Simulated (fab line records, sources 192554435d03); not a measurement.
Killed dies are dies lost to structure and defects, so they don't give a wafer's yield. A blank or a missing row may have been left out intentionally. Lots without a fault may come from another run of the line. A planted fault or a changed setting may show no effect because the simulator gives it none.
A struck lot beside a sound one    flow n5Finfet    38 out of 1938 route steps
Sound: the wafers L918.2, L918.4, L918.5. Struck: wafer L909.6 (left out: L909.2, L909.3 of the same lot, which were not struck); the cause appears at the end.
Order at every step that has rows: each side's tool, ch and its chambers, its first start. Under that, the readings that differ: sound wafers    struck wafers    difference of the means    sigmas: that difference in standard deviations of wafers without a fault.
alike: same words and numbers on both sides, and readings whose means sit less than 2 such deviations apart. not compared: any withheld reading, any reading some wafer has no value for, any bound like >300 that may hide the same value, and any number with overlapping values for which the record gives no deviation.
The two part at a step that has a row with sigmas, a row that says differs or no value, or rows on one side only. Non-overlapping numbers with no deviation appear without sigmas and do not part them. A reading that every wafer of one side lacks parts them only if that side has two wafers or more.

first, 12 steps without rows for these wafers: N5_SDB_ETCH_18 (etches SOC in N2/H2, target depth 100 nm, overetch 20 nm, time 150 s); N5_SDB_STRIP_19 (strips in N2/H2); N5_SDB_STRIP_21 (strips in CF4); N5_SDB_HM_OPEN_20 (chemistry CH3F/O2, target SiNx, stops on poly-Si, target depth 24 nm); N5_SDB_STRIP_22 (strips in N2/H2); N5_SDB_PRECLEAN_23 (cleans in dHF, time 30 s); N5_SDB_DUMMY_REMOVE_24 (chemistry TMAH, target poly-Si, stops on SiO2, target depth 142 nm, time 57 s, rinse time 30 s); N5_SDB_ETCH_25 (etches SiO2 in C4F6/O2, target depth 10 nm, time 3.3 s); N5_SDB_CUT_ETCH_26 (etches Si in HBr/Cl2/O2, target depth 129.6 nm, bt time 20 s, time 51.8 s); N5_SDB_PRECLEAN_38 (cleans in dHF, time 10 s); N5_SDB_PRECLEAN_39 (cleans in O3/DIW, time 45 s); N5_SDB_SRD_28 (time 30 s).
N5_SDB_ALD_29: deposits SiNx, target thk 30 nm, pulse time 1 s, ald cycles 600.
  sound on aldSin-03 ch 0,3, day 8 02:11; struck on aldSin-04 ch 2, day 5 20:20
reading                              sound         struck  difference  sigmas
aldCycles                            600 600 600   184     -416        
model.SiNx_of_SDB_ALD_29.thkNm (nm)  29.8 30 29.8  9.4     -20.5       
  alike: heaterPowerOuterW, heaterPowerW, precursorPulseHeightRel
  not compared: sinceWetCleanH
then, 23 steps without rows for these wafers: N5_SDB_CMP_30 (polishes, stops on poly-Si, t overpolish 1.54 s, target thk 30 nm); N5_DUMMY_REMOVAL_HM_STRIP_01 (strips SiNx in CH3F/O2, stops on poly-Si, target depth 4 nm, time 6.8 s); N5_DUMMY_REMOVAL_STRIP_10 (strips in N2/H2, time 40 s); N5_DUMMY_REMOVAL_PRECLEAN_07 (cleans in dHF, time 30 s); N5_DUMMY_REMOVAL_DUMMY_REMOVE_02 (chemistry TMAH, target poly-Si, stops on SiO2, target depth 142 nm, time 57 s, rinse time 30 s); N5_DUMMY_REMOVAL_PRECLEAN_08 (cleans in NF3:NH3, afs cycles 2, time 20 s, sublimation time 60 s); N5_DUMMY_REMOVAL_PRECLEAN_04 (cleans in DHF, time 37 s); N5_DUMMY_REMOVAL_SRD_05 (time 30 s); N5_HKMG_FIN_IL_REGROW_00 (material SiO2, chemistry O3, target thk 0.75 nm, time 30 s); N5_HKMG_FIN_HK_ALD_01 (deposits HfO2, target thk 1.6 nm, pulse time 3 s, purge time 3 s); N5_HKMG_FIN_HK_ANNEAL_02 (time 30 s); N5_HKMG_FIN_ALD_74 (deposits La2O3, target thk 0.5 nm, pulse time 6 s, co reactant pulse time 1 s); N5_HKMG_FIN_ALD_75 (deposits Al2O3, target thk 1 nm, co reactant pulse time 1 s); N5_HKMG_FIN_COAT_41 (time 60 s, resist thk 300 nm); N5_HKMG_FIN_COAT_42 (time 60 s, resist thk 35 nm); N5_HKMG_FIN_COAT_43 (resist thk 90 nm); N5_HKMG_FIN_EBR_45; N5_HKMG_FIN_SOFTBAKE_44 (time 60 s); N5_HKMG_FIN_EXPOSE_46 (exposes mask NDIPOLE); N5_HKMG_FIN_PEB_47 (peb time 60 s); N5_HKMG_FIN_DEVELOP_48 (develop time 30 s); N5_HKMG_FIN_DESCUM_53 (chemistry O2, time 7.9 s); N5_HKMG_FIN_ETCH_54 (etches SiARC in CF4, target depth 45.5 nm, time 75.8 s).
N5_GATE_CUT_ETCH_58: etches SiNx in CH3F/O2, target depth 17 nm, time 128.6 s.
  sound on rieDiel-02 ch 0,1,3, day 8 15:19; struck on rieDiel-02 ch 3, day 6 08:08
reading                              sound           struck  difference  sigmas
model.SiNx_of_SDB_ALD_29.thkNm (nm)  24.4 24.4 24.4  7.6     -16.8       
  alike: biasW, drypumpMotorCurrentA, oesProductAu, rfFwdPowerW, rfVppV, showerheadPlenumPTorr, throttleValvePct
  not compared: rfHoursCounterH
-- here the record skips 4 days between the struck wafers' starts before and after, leaving off in module GATE_CUT and picking up in module BEOL_M4 (first step shown: number 1111 of the route) --
N5_BEOL_M4_RC_MEAS_101:
  sound on prober-02 ch 0, day 12 08:26; struck on prober-01 ch 0, day 9 21:23
  alike: DIBL_N, DIBL_P, IOFF_N, IOFF_P, ION_N, ION_P, SS_N, SS_P, VT_N, VT_P

WHERE THEY PART
Nowhere in this record.

WHY: what had been put in by the simulator
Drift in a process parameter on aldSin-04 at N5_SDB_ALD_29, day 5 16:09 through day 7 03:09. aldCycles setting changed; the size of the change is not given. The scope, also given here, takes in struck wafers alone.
